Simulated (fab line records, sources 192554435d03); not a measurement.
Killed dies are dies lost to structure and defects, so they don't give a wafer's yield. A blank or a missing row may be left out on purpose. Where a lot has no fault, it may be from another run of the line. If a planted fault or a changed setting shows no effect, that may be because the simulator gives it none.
Matching of chambers | flow n5Finfet | 4 sister chambers for N5_PMOS_HMC_CHANNEL_EPI_ETCH_38 on rieSi-01
The step etches SiO2 in CF4, target depth 1.5 nm. 8 wafers are shown with their chamber, then 10 later ones without.

== WAFERS WITH THEIR CHAMBER ==
wafer  | chamber | drypumpMotorCurrentA (A) | throttleValvePct (%)
L079.1 | 1       | 5.1                      | 21.60
L079.6 | 0       | 6.1                      | 21.40
L082.3 | 1       | 5.1                      | 21.62
L084.2 | 0       | 6.1                      | 21.39
L084.3 | 3       | 6.5                      | 21.57
L084.5 | 3       | 6.5                      | 21.56
L089.4 | 2       | 4.8                      | 21.62
L089.5 | 2       | 4.7                      | 21.63

== WAFERS WITH NO CHAMBER GIVEN ==
wafer  | drypumpMotorCurrentA (A) | throttleValvePct (%)
L089.6 | 5.1                      | 21.62
L092.2 | 6.5                      | 21.58
L092.5 | 4.8                      | 21.65
L092.6 | 5.1                      | 21.61
L093.2 | 4.7                      | 21.64
L093.4 | 6.1                      | 21.41
L093.5 | 6.1                      | 21.39
L095.1 | 6.1                      | 21.40
L095.3 | 4.7                      | 21.63
L095.4 | 6.4                      | 21.57

== WHICH CHAMBER EACH ONE RAN IN ==
wafer  | from the rows above | in truth
L089.6 | 1                   | 1
L092.2 | 3                   | 3
L092.5 | 2                   | 2
L092.6 | 1                   | 1
L093.2 | 2                   | 2
L093.4 | 0                   | 0
L093.5 | 0                   | 0
L095.1 | 0                   | 0
L095.3 | 2                   | 2
L095.4 | 3                   | 3
Correctly placed: 10 of 10. Number that these rows cannot place: 0. Wrongly placed: 0.
How it was worked out, from the rows above alone: a wafer's distance from a chamber is the root of the sum, over the readings, of the square of ((its reading less the chamber's mean) divided by the reading's scatter). If the next closest chamber is less than 2 further off than the closest, the wafer can't be placed; otherwise it belongs to the closest. The mean given for a chamber averages the wafers shown for that chamber. The scatter is the square root of a quotient: the sum, over the shown wafers, of each reading's squared deviation from its chamber's mean, divided by wafers minus chambers.
